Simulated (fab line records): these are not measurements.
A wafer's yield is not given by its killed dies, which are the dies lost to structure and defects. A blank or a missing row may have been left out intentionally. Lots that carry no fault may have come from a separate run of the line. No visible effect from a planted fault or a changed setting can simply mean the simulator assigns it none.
fab line records -- flow n5_finfet
record lots=7, wafers=21, last_day=17
route steps=1938 shown BEOL_M5@1166 PASSIVATION@1936
lots that met no fault: taken from a fault-free run of the same line
start_h: hours from the record's opening day to when the first of the lot's shown wafers began -- wait_h: hours elapsed since this lot's preceding step -- " unchanged from the row above -- L1.1+2: a row that stands for several wafers -- - no value, or no start given -- * or withheld: withheld -- < > ~ a bound
route shown NAME@n: names a module that has steps shown in the file, with the first one's number in the route -- usual: the fault-free wafers' mean and standard deviation -- same: alike in all rows -- chamber/n: place in a boat -- sites: each site's reading -- _std_site: the standard deviation of these -- _edge_site: mean of outer sites minus mean of inner sites -- radius_mm: for every site, how far away it sits from the centre of the wafer -- mask NAME#n: copy n -- behind: the last tool/chamber to shape the wafer -- hold: what put the lot on hold/how long, in hours/how the hold closed -- device: the n, p or np transistor that did not switch -- end of line: the tests these same wafers got at the end of their route -- step lacking rows: just its recipe -- killed: not the wafer's yield, but the dies lost to structure and defects at the first sort -- map: per-die view of a wafer (x killed, . not killed, _ where there is no die)
set.NAME: the setting that was run; set.NAME@STEP: the one run at that earlier step -- model.NAME: the simulator's own value behind a step, which no gauge read
lots at selected steps of the route; one table per step, one row per wafer
services: when a tool's chamber went out of use (start_h, in hours from the record's first day, below 0 if earlier), for how many hours, and the reason
## steps
# step N5_BEOL_M5_PRECLEAN_42
# recipe chemistry=residue_remover, time_s=60, temp_c=40
# step N5_BEOL_M5_SRD_43
# recipe time_s=30, temp_c=23, rinse_liquid=diw, dry=ipa_marangoni
# step N5_BEOL_M5_CD_MEAS_35
# recipe target_cd_nm=28, target_cd_y_nm=24, polarity=opening
# usual cd_nm=28.2/0.48
lot.wafer,tool,chamber,start_h,wait_h,cd_nm
L175.1,cd_sem-03,-,165.05,0.0,28.1
L175.2,cd_sem-03,-,165.05,0.0,28.8
L175.6,cd_sem-03,-,165.05,0.0,28.0
L179.3,cd_sem-01,-,186.19,0.0,28.4
L179.4,cd_sem-01,-,186.19,0.0,29.1
L179.5,cd_sem-01,-,186.19,0.0,28.9
L187.3,cd_sem-03,-,240.35,0.0,27.7
L187.4,cd_sem-03,-,240.35,0.0,28.2
L187.6,cd_sem-03,-,240.35,0.0,28.5
L188.2,cd_sem-01,-,249.25,0.0,28.0
L188.3,cd_sem-01,-,249.25,0.0,28.1
L188.5,cd_sem-01,-,249.25,0.0,28.5
L190.1,cd_sem-01,-,249.51,0.0,28.6
L190.3,cd_sem-01,-,249.51,0.0,28.2
L190.4,cd_sem-01,-,249.51,0.0,28.5
L193.1,cd_sem-02,-,284.40,0.0,28.0
L193.4,cd_sem-02,-,284.40,0.0,27.6
L193.6,cd_sem-02,-,284.40,0.0,29.3
L198.3,cd_sem-01,-,310.41,0.0,28.2
L198.4,cd_sem-01,-,310.41,0.0,28.2
L198.5,cd_sem-01,-,310.41,0.0,28.8
# step N5_BEOL_M5_CURE_80
# recipe temp_c=370, time_s=120, ambient=DMADMS/He, material=SiCOH_lowk
# step N5_BEOL_M5_DEGAS_44
# recipe ambient=vacuum, temp_c=250, time_s=60
# usual heater_power_w=320/24
lot.wafer,tool,chamber,start_h,wait_h,heater_power_w
L175.1,pvd_sputter-01,-,165.42,0.3,303
L175.2,pvd_sputter-01,-,165.42,0.3,320
L175.6,pvd_sputter-01,-,165.42,0.3,371
L179.3,pvd_sputter-02,-,186.72,0.3,327
L179.4,pvd_sputter-02,-,186.72,0.3,313
L179.5,pvd_sputter-02,-,186.72,0.3,288
L187.3,pvd_sputter-03,-,241.99,1.5,324
L187.4,pvd_sputter-03,-,241.99,1.5,307
L187.6,pvd_sputter-03,-,241.99,1.5,306
L188.2,pvd_sputter-03,-,249.62,0.2,325
L188.3,pvd_sputter-03,-,249.62,0.2,325
L188.5,pvd_sputter-03,-,249.62,0.2,329
L190.1,pvd_sputter-03,-,250.00,0.4,337
L190.3,pvd_sputter-03,-,250.00,0.4,304
L190.4,pvd_sputter-03,-,250.00,0.4,325
L193.1,pvd_sputter-03,-,284.94,0.4,307
L193.4,pvd_sputter-03,-,284.94,0.4,327
L193.6,pvd_sputter-03,-,284.94,0.4,295
L198.3,pvd_sputter-03,-,310.94,0.3,331
L198.4,pvd_sputter-03,-,310.94,0.3,309
L198.5,pvd_sputter-03,-,310.94,0.3,332
# step N5_BEOL_M5_PRE_CLEAN_45
# recipe gas=H2/He, time_s=30, temp_c=250
# step N5_BEOL_M5_ALD_86
# recipe material=TaN, target_thk_a=*, temp_c=275, ald_precursor_family=PDMAT, ald_co_reactant=NH3, pressure_torr=3, carrier_flow_sccm=1500, pulse_time_s=2, purge_time_s=3, co_reactant_purge_time_s=2, co_reactant_pulse_time_s=3, ald_cycles=30, precursor_vessel_temp_c=75, precursor_vessel_pressure_torr=26.25, precursor_vessel_carrier_sccm=1000
# step N5_BEOL_M5_SURFACE_TREAT_87
# recipe gas=Ar, time_s=*, ion_energy_ev=*, ion_current_ma_cm2=0.5, pressure_mtorr=*, ar_flow_sccm=30
# usual pressure_mtorr=*, throttle_valve_pct=*
lot.wafer,tool,chamber,start_h,wait_h,pressure_mtorr,throttle_valve_pct
L175.1,pvd_sputter-01,-,165.83,0.2,*,*
L175.2,pvd_sputter-01,-,165.83,0.2,*,*
L175.6,pvd_sputter-01,-,165.83,0.2,*,*
L179.3,pvd_sputter-02,-,187.12,0.1,*,*
L179.4,pvd_sputter-02,-,187.12,0.1,*,*
L179.5,pvd_sputter-02,-,187.12,0.1,*,*
L187.3,pvd_sputter-01,-,242.45,0.2,*,*
L187.4,pvd_sputter-01,-,242.45,0.2,*,*
L187.6,pvd_sputter-01,-,242.45,0.2,*,*
L188.2,pvd_sputter-01,-,249.99,0.2,*,*
L188.3,pvd_sputter-01,-,249.99,0.2,*,*
L188.5,pvd_sputter-01,-,249.99,0.2,*,*
L190.1,pvd_sputter-01,-,250.32,0.1,*,*
L190.3,pvd_sputter-01,-,250.32,0.1,*,*
L190.4,pvd_sputter-01,-,250.32,0.1,*,*
L193.1,pvd_sputter-03,-,285.28,0.1,*,*
L193.4,pvd_sputter-03,-,285.28,0.1,*,*
L193.6,pvd_sputter-03,-,285.28,0.1,*,*
L198.3,pvd_sputter-03,-,311.56,0.4,*,*
L198.4,pvd_sputter-03,-,311.56,0.4,*,*
L198.5,pvd_sputter-03,-,311.56,0.4,*,*
# step N5_BEOL_M5_CVD_47
# recipe material=Co, target_thk_a=30, temp_c=withheld, precursor=CCTBA/H2, pressure_torr=30, time_s=216
# step N5_BEOL_M5_SPUTTER_48
# recipe material=Cu, target_thk_a=150, temp_c=-20, chamber_pressure_pa=0.07, power_w=withheld, time_s=27.62
# usual chuck_sensor_temp_C=-16.1/0.55, throttle_valve_pct=30.2/0.93
lot.wafer,tool,chamber,start_h,wait_h,chuck_sensor_temp_C,throttle_valve_pct
L175.1,pvd_sputter-03,-,166.36,0.1,-15.6,29.9
L175.2,pvd_sputter-03,-,166.36,0.1,-16.6,28.2
L175.6,pvd_sputter-03,-,166.36,0.1,-15.4,30.1
L179.3,pvd_sputter-02,-,187.48,0.2,-17.0,29.6
L179.4,pvd_sputter-02,-,187.48,0.2,-16.0,30.7
L179.5,pvd_sputter-02,-,187.48,0.2,-15.8,30.5
L187.3,pvd_sputter-01,-,242.81,0.2,-16.7,31.3
L187.4,pvd_sputter-01,-,242.81,0.2,-16.1,29.3
L187.6,pvd_sputter-01,-,242.81,0.2,-16.6,31.8
L188.2,pvd_sputter-03,-,250.23,0.1,-15.5,29.4
L188.3,pvd_sputter-03,-,250.23,0.1,-16.2,30.1
L188.5,pvd_sputter-03,-,250.23,0.1,-15.4,29.6
L190.1,pvd_sputter-01,-,252.39,1.7,-16.7,31.0
L190.3,pvd_sputter-01,-,252.39,1.7,-15.5,29.2
L190.4,pvd_sputter-01,-,252.39,1.7,-15.7,28.8
L193.1,pvd_sputter-01,-,285.53,0.1,-15.5,29.2
L193.4,pvd_sputter-01,-,285.53,0.1,-16.7,31.6
L193.6,pvd_sputter-01,-,285.53,0.1,-15.9,29.0
L198.3,pvd_sputter-03,-,312.24,0.3,-16.0,30.2
L198.4,pvd_sputter-03,-,312.24,0.3,-15.3,29.5
L198.5,pvd_sputter-03,-,312.24,0.3,-15.7,30.3
# step N5_BEOL_M5_ANNEAL_49
# recipe temp_c=400, time_s=1800, ambient=vacuum
# usual heater_power_w=812/70, susceptor_temp_C=400.00/0.24
lot.wafer,tool,chamber,start_h,wait_h,heater_power_w,susceptor_temp_C
L175.1,pvd_sputter-03,-,166.44,0.0,777,400.22
L175.2,pvd_sputter-03,-,166.44,0.0,814,399.98
L175.6,pvd_sputter-03,-,166.44,0.0,754,400.44
L179.3,pvd_sputter-02,-,187.56,0.0,837,400.13
L179.4,pvd_sputter-02,-,187.56,0.0,718,399.77
L179.5,pvd_sputter-02,-,187.56,0.0,724,400.17
L187.3,pvd_sputter-01,-,242.89,0.0,972,400.14
L187.4,pvd_sputter-01,-,242.89,0.0,912,400.20
L187.6,pvd_sputter-01,-,242.89,0.0,963,400.60
L188.2,pvd_sputter-03,-,250.31,0.0,821,399.77
L188.3,pvd_sputter-03,-,250.31,0.0,720,399.42
L188.5,pvd_sputter-03,-,250.31,0.0,824,399.86
L190.1,pvd_sputter-01,-,252.47,0.0,945,400.05
L190.3,pvd_sputter-01,-,252.47,0.0,785,399.81
L190.4,pvd_sputter-01,-,252.47,0.0,901,400.14
L193.1,pvd_sputter-01,-,285.61,0.0,789,400.25
L193.4,pvd_sputter-01,-,285.61,0.0,934,400.32
L193.6,pvd_sputter-01,-,285.61,0.0,896,399.78
L198.3,pvd_sputter-03,-,312.32,0.0,727,399.69
L198.4,pvd_sputter-03,-,312.32,0.0,818,400.32
L198.5,pvd_sputter-03,-,312.32,0.0,769,400.09
# step N5_BEOL_M5_SPUTTER_81
# recipe material=Cu, target_thk_a=150, temp_c=-20, chamber_pressure_pa=0.07, power_w=withheld, time_s=27.62
# step N5_BEOL_M5_ANNEAL_82
# recipe temp_c=400, time_s=1800, ambient=vacuum
# usual heater_power_w=808/68, susceptor_temp_C=400.02/0.22
lot.wafer,tool,chamber,start_h,wait_h,heater_power_w,susceptor_temp_C
L175.1,pvd_sputter-03,-,167.52,0.0,755,400.00
L175.2,pvd_sputter-03,-,167.52,0.0,805,400.31
L175.6,pvd_sputter-03,-,167.52,0.0,781,399.88
L179.3,pvd_sputter-02,-,188.65,0.0,857,399.97
L179.4,pvd_sputter-02,-,188.65,0.0,694,399.61
L179.5,pvd_sputter-02,-,188.65,0.0,726,399.93
L187.3,pvd_sputter-01,-,243.97,0.0,-,-
L187.4,pvd_sputter-01,-,243.97,0.0,-,-
L187.6,pvd_sputter-01,-,243.97,0.0,-,-
L188.2,pvd_sputter-03,-,251.40,0.0,-,-
L188.3,pvd_sputter-03,-,251.40,0.0,-,-
L188.5,pvd_sputter-03,-,251.40,0.0,-,-
L190.1,pvd_sputter-01,-,253.56,0.0,-,-
L190.3,pvd_sputter-01,-,253.56,0.0,-,-
L190.4,pvd_sputter-01,-,253.56,0.0,-,-
L193.1,pvd_sputter-01,-,286.69,0.0,798,400.16
L193.4,pvd_sputter-01,-,286.69,0.0,917,400.40
L193.6,pvd_sputter-01,-,286.69,0.0,912,399.74
L198.3,pvd_sputter-03,-,313.40,0.0,734,400.24
L198.4,pvd_sputter-03,-,313.40,0.0,815,400.32
L198.5,pvd_sputter-03,-,313.40,0.0,747,399.62
# step N5_BEOL_M5_SPUTTER_83
# recipe material=Cu, target_thk_a=150, temp_c=-20, chamber_pressure_pa=0.07, power_w=withheld, time_s=27.62
# usual chuck_sensor_temp_C=-16.1/0.53, throttle_valve_pct=30.2/0.96
lot.wafer,tool,chamber,start_h,wait_h,chuck_sensor_temp_C,throttle_valve_pct
L175.1,pvd_sputter-03,-,168.53,0.5,-15.7,29.8
L175.2,pvd_sputter-03,-,168.53,0.5,-16.8,28.3
L175.6,pvd_sputter-03,-,168.53,0.5,-15.8,29.7
L179.3,pvd_sputter-02,-,189.66,0.5,-17.0,29.4
L179.4,pvd_sputter-02,-,189.66,0.5,-15.8,30.3
L179.5,pvd_sputter-02,-,189.66,0.5,-15.8,30.5
L187.3,pvd_sputter-01,-,244.98,0.5,-16.8,31.5
L187.4,pvd_sputter-01,-,244.98,0.5,-15.8,29.1
L187.6,pvd_sputter-01,-,244.98,0.5,-16.7,31.9
L188.2,pvd_sputter-03,-,252.40,0.5,-15.4,29.6
L188.3,pvd_sputter-03,-,252.40,0.5,-16.3,30.1
L188.5,pvd_sputter-03,-,252.40,0.5,-15.3,29.6
L190.1,pvd_sputter-01,-,254.56,0.5,-16.8,31.4
L190.3,pvd_sputter-01,-,254.56,0.5,-15.4,29.4
L190.4,pvd_sputter-01,-,254.56,0.5,-16.1,29.2
L193.1,pvd_sputter-01,-,287.70,0.5,-15.7,29.1
L193.4,pvd_sputter-01,-,287.70,0.5,-16.6,31.5
L193.6,pvd_sputter-01,-,287.70,0.5,-16.0,29.0
L198.3,pvd_sputter-03,-,314.41,0.5,-16.0,30.1
L198.4,pvd_sputter-03,-,314.41,0.5,-15.6,29.7
L198.5,pvd_sputter-03,-,314.41,0.5,-15.6,30.3
# step N5_PASSIVATION_PROBE_49
# usual defect_limited_yield=91.1/1.5, killed_at_M0_to_M3=35/11, killed_at_M4_up=13/5.7, killed_at_contacts=12/5.7, killed_at_front_end=40/11, killed_at_other=4/4.4, killed_dies=105/18, killed_on_rim=14/3.9, killed_open=68/14, killed_short=34/7.4, sort_bin_4_leakage=0.00/0.011, sort_bin_5_function=5.2/1, sort_bin_6_memory=3.3/0.67, sort_n_pass=1074/18, sort_yield_pct=91.0/1.5
# same gross_dies=1180, killed_at_back_side=0, sort_bin_8_speed[%]=0
lot.wafer,tool,chamber,start_h,wait_h,defect_limited_yield[%],killed_at_M0_to_M3,killed_at_M4_up,killed_at_contacts,killed_at_front_end,killed_at_other,killed_dies,killed_on_rim,killed_open,killed_short,sort_bin_4_leakage[%],sort_bin_5_function[%],sort_bin_6_memory[%],sort_n_pass,sort_yield_pct[%]
L175.1,prober-02,-,261.73,0.8,92.1,46,6,10,28,3,93,16,56,35,0,5.1,2.6,1087,92.1
L175.2,prober-02,-,261.78,0.8,91.5,38,9,4,40,9,100,15,52,45,0,5.3,2.7,1080,91.5
L175.6,prober-02,-,261.98,1.0,91.2,44,16,5,29,10,104,16,61,39,0,5.4,3.0,1076,91.2
L179.3,prober-01,-,282.24,0.1,91.4,31,14,15,42,0,102,8,70,31,0,5.7,2.7,1078,91.4
L179.4,prober-01,-,282.29,0.2,90.3,34,15,18,38,9,114,14,77,29,0,6.1,3.5,1066,90.3
L179.5,prober-01,-,282.34,0.2,90.4,25,15,14,56,3,113,19,71,36,0,5.6,3.6,1067,90.4
L187.3,prober-01,-,327.58,0.1,92.7,35,7,8,34,2,86,10,61,25,0,4.0,3.1,1094,92.7
L187.4,prober-01,-,327.63,0.2,92.6,34,4,6,42,1,87,14,51,33,0,3.9,3.1,1093,92.6
L187.6,prober-01,-,327.73,0.3,92.6,27,21,13,23,3,87,12,61,23,0,3.8,3.4,1093,92.6
L190.1,prober-02,-,345.56,0.0,89.7,45,25,20,29,3,122,13,82,36,0,5.9,3.6,1058,89.7
L190.3,prober-02,-,345.66,0.1,90.4,45,23,7,37,1,113,16,76,37,0,5.7,3.6,1067,90.4
L190.4,prober-02,-,345.71,0.2,92.3,34,8,13,28,8,91,15,50,38,0,4.2,3.3,1089,92.3
L188.2,prober-02,-,345.91,0.4,91.3,25,10,11,56,1,103,11,67,33,0,4.7,3.7,1077,91.3
L188.3,prober-02,-,345.96,0.4,91.6,32,19,4,39,5,99,15,75,24,0,4.6,3.6,1081,91.6
L188.5,prober-02,-,346.06,0.5,91.4,40,21,14,23,4,102,17,63,34,0,4.2,3.6,1078,91.4
L193.1,prober-01,-,383.10,0.0,92.8,23,16,18,27,1,85,11,60,24,0,4.7,2.3,1095,92.8
L193.4,prober-01,-,383.25,0.2,89.6,24,17,8,74,0,123,15,79,34,0,6.2,4.1,1057,89.6
L193.6,prober-01,-,383.35,0.3,92.9,18,15,12,37,2,84,8,52,30,0,4.1,3.0,1096,92.9
L198.3,prober-02,-,405.46,0.1,91.7,33,8,18,35,4,98,11,59,30,0.08,4.7,2.9,1081,91.6
L198.4,prober-02,-,405.51,0.2,92.5,24,19,8,33,4,88,10,65,23,0,4.3,3.1,1092,92.5
L198.5,prober-02,-,405.56,0.2,93.4,23,7,9,31,8,78,6,49,23,0,3.6,2.3,1102,93.4
# killed by level:class
L175.1 MOL_CONTACT_COAG:geometric_particle:open=10 BEOL_M0_SAQP:geometric_particle:short=9 FIN_SAQP:geometric_particle:short=8 BEOL_M0_SAQP:geometric_particle:open=7 BEOL_M1:geometric_particle:open=7 BEOL_M3:geometric_particle:open=7 BEOL_M1:geometric_particle:short=6 BEOL_M2:geometric_particle:open=6
L175.2 STI_FIN_REVEAL:geometric_particle:open=15 FIN_SAQP:geometric_particle:short=11 BEOL_M1:geometric_particle:open=9 BEOL_M1:geometric_particle:short=7 BEOL_M0_SAQP:geometric_particle:short=6 BEOL_M3:geometric_particle:open=5 BEOL_M0_SAQP:geometric_particle:open=4 BEOL_M2:geometric_particle:open=4
L175.6 FIN_SAQP:geometric_particle:short=11 BEOL_M0_SAQP:geometric_particle:short=9 BEOL_M0_SAQP:geometric_particle:open=8 BEOL_M1:geometric_particle:open=8 BEOL_M4:geometric_particle:open=7 BEOL_M2:geometric_particle:open=6 STI_FIN_REVEAL:geometric_particle:open=5 BEOL_M1:geometric_particle:short=5
L179.3 STI_FIN_REVEAL:geometric_particle:open=15 MOL_CONTACT_COAG:geometric_particle:open=13 DUMMY_GATE:geometric_particle:open=7 BEOL_M0_SAQP:geometric_particle:open=6 BEOL_M1:geometric_particle:open=6 STARTING-WAFER:geometric_particle:short=6 BEOL_M0_SAQP:geometric_particle:short=5 BEOL_M2:geometric_particle:open=5
L179.4 MOL_CONTACT_COAG:geometric_particle:open=15 BEOL_M0_SAQP:geometric_particle:open=10 MIM_TOP_ETCH:area_etch=8 FIN_SAQP:geometric_particle:open=7 STI_FIN_REVEAL:geometric_particle:open=7 BEOL_M4:geometric_particle:open=7 FIN_SAQP:geometric_particle:short=6 BEOL_M3:geometric_particle:open=6
L179.5 STI_FIN_REVEAL:geometric_particle:open=15 MOL_CONTACT_COAG:geometric_particle:open=10 FIN_SAQP:geometric_particle:open=9 FIN_SAQP:geometric_particle:short=7 STI_FIN_REVEAL:geometric_particle:short=6 DUMMY_GATE:geometric_particle:open=6 BEOL_M3:geometric_particle:open=6 BEOL_M1:geometric_particle:open=5
L187.3 FIN_SAQP:geometric_particle:open=9 BEOL_M0_SAQP:geometric_particle:open=9 BEOL_M0_SAQP:geometric_particle:short=7 STI_FIN_REVEAL:geometric_particle:open=6 MOL_CONTACT_COAG:geometric_particle:open=6 BEOL_M2:geometric_particle:open=6 BEOL_M1:geometric_particle:open=5 FIN_SAQP:geometric_particle:short=4
L187.4 FIN_SAQP:geometric_particle:open=12 BEOL_M1:geometric_particle:open=11 BEOL_M0_SAQP:geometric_particle:short=8 BEOL_M0_SAQP:geometric_particle:open=6 GATE_CUT:geometric_particle:short=5 FIN_SAQP:geometric_particle:short=4 MOL_CONTACT_COAG:geometric_particle:open=4 STI_FIN_REVEAL:geometric_particle:open=3
L187.6 BEOL_M0_SAQP:geometric_particle:open=12 BEOL_M4:geometric_particle:open=12 MOL_CONTACT_COAG:geometric_particle:open=9 FIN_SAQP:geometric_particle:open=6 BEOL_M0_SAQP:geometric_particle:short=5 MOL_CONTACT_COAG:geometric_particle:short=4 BEOL_M1:geometric_particle:open=4 STARTING-WAFER:geometric_particle:short=3
L190.1 MOL_CONTACT_COAG:geometric_particle:open=18 BEOL_M4:geometric_particle:open=12 BEOL_M0_SAQP:geometric_particle:open=12 BEOL_M0_SAQP:geometric_particle:short=10 BEOL_M1:geometric_particle:open=8 STI_FIN_REVEAL:geometric_particle:open=5 FIN_SAQP:geometric_particle:open=4 STARTING-WAFER:geometric_particle:short=4
L190.3 STI_FIN_REVEAL:geometric_particle:open=13 BEOL_M0_SAQP:geometric_particle:open=11 BEOL_M0_SAQP:geometric_particle:short=9 BEOL_M2:geometric_particle:open=8 GATE_CUT:geometric_particle:short=7 BEOL_M4:geometric_particle:open=7 MOL_CONTACT_COAG:geometric_particle:open=6 BEOL_M1:geometric_particle:open=5
L190.4 BEOL_M0_SAQP:geometric_particle:short=12 MOL_CONTACT_COAG:geometric_particle:open=9 BEOL_M0_SAQP:geometric_particle:open=6 BEOL_M1:geometric_particle:open=5 BEOL_M2:geometric_particle:open=5 STI_FIN_REVEAL:geometric_particle:open=4 DUMMY_GATE:geometric_particle:open=4 MOL_CONTACT_COAG:geometric_particle:short=4
L188.2 STI_FIN_REVEAL:geometric_particle:open=25 MOL_CONTACT_COAG:geometric_particle:open=8 BEOL_M0_SAQP:geometric_particle:open=8 BEOL_M0_SAQP:geometric_particle:short=7 GATE_CUT:geometric_particle:short=5 FIN_SAQP:geometric_particle:short=4 FIN_SAQP:geometric_particle:open=4 BEOL_M2:geometric_particle:open=4
L188.3 STI_FIN_REVEAL:geometric_particle:open=16 BEOL_M4:geometric_particle:open=11 BEOL_M0_SAQP:geometric_particle:open=10 BEOL_M3:geometric_particle:open=9 FIN_SAQP:geometric_particle:open=6 GATE_CUT:geometric_particle:short=4 BEOL_M2:geometric_particle:open=4 MOL_CONTACT_COAG:geometric_particle:open=3
L188.5 BEOL_M0_SAQP:geometric_particle:short=15 MOL_CONTACT_COAG:geometric_particle:open=12 BEOL_M0_SAQP:geometric_particle:open=10 BEOL_M3:geometric_particle:open=7 BEOL_M5:geometric_particle:open=6 FIN_SAQP:geometric_particle:open=5 DUMMY_GATE:geometric_particle:open=5 BEOL_M4:geometric_particle:open=5
L193.1 MOL_CONTACT_COAG:geometric_particle:open=15 FIN_SAQP:geometric_particle:short=6 BEOL_M2:geometric_particle:open=6 BEOL_M0_SAQP:geometric_particle:open=5 BEOL_M4:geometric_particle:open=5 BEOL_M0:geometric_particle:open=4 BEOL_M1:geometric_particle:open=4 STARTING-WAFER:geometric_particle:open=4
L193.4 FIN_SAQP:geometric_particle:open=33 FIN_SAQP:geometric_particle:short=14 FIN_CUT:area_etch=8 MOL_CONTACT_COAG:geometric_particle:open=7 BEOL_M4:geometric_particle:open=7 BEOL_M1:geometric_particle:open=6 BEOL_M0_SAQP:geometric_particle:short=5 BEOL_M2:geometric_particle:open=5
L193.6 FIN_SAQP:geometric_particle:open=9 MOL_CONTACT_COAG:geometric_particle:open=8 FIN_SAQP:geometric_particle:short=7 GATE_CUT:geometric_particle:short=5 BEOL_M0_SAQP:geometric_particle:open=5 BEOL_M2:geometric_particle:open=5 BEOL_M4:geometric_particle:open=5 MOL_CONTACT_COAG:geometric_particle:short=4
L198.3 BEOL_M3:geometric_particle:open=17 MOL_CONTACT_COAG:geometric_particle:open=15 FIN_CUT:area_etch=6 FIN_SAQP:geometric_particle:short=5 BEOL_M2:geometric_particle:open=5 STARTING-WAFER:geometric_particle:short=4 DUMMY_GATE:geometric_particle:open=3 MOL_CONTACT_COAG:geometric_particle:short=3
L198.4 MOL_CONTACT_COAG:geometric_particle:open=7 BEOL_M0:geometric_particle:open=7 STARTING-WAFER:geometric_particle:open=7 FIN_SAQP:geometric_particle:open=6 STI_FIN_REVEAL:geometric_particle:open=5 BEOL_M2:geometric_particle:open=5 FIN_SAQP:geometric_particle:short=4 DUMMY_GATE:geometric_particle:open=4
L198.5 BEOL_M3:geometric_particle:open=9 STI_FIN_REVEAL:geometric_particle:open=6 FIN_SAQP:geometric_particle:open=5 BEOL_M2:geometric_particle:open=5 MIM_TOP_ETCH:geometric_particle:short=5 HKMG_FIN:area_etch=5 MOL_CONTACT_COAG:geometric_particle:open=4 MOL_CONTACT_COAG:geometric_particle:short=4
## services
tool,chamber,start_h,hours,kind
pvd_sputter-01,-,144.28,0.7,repair
pvd_sputter-02,-,177.09,4.0,repair
## key
first_sign step=N5_BEOL_M5_ANNEAL_82, reading=tool_record, direction=missing
effect none on later readings
met_at N5_BEOL_M5_ANNEAL_82
struck_wafers L187.3,L187.4,L187.6,L188.2,L188.3,L188.5,L190.1,L190.3,L190.4
onset_between 167.52 243.97
fault kind=skipped_step_whole, tool=pvd_sputter-01,pvd_sputter-03, chamber=-, onset_h=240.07, steps=N5_BEOL_M5_ANNEAL_82, scope=struck_lots_only
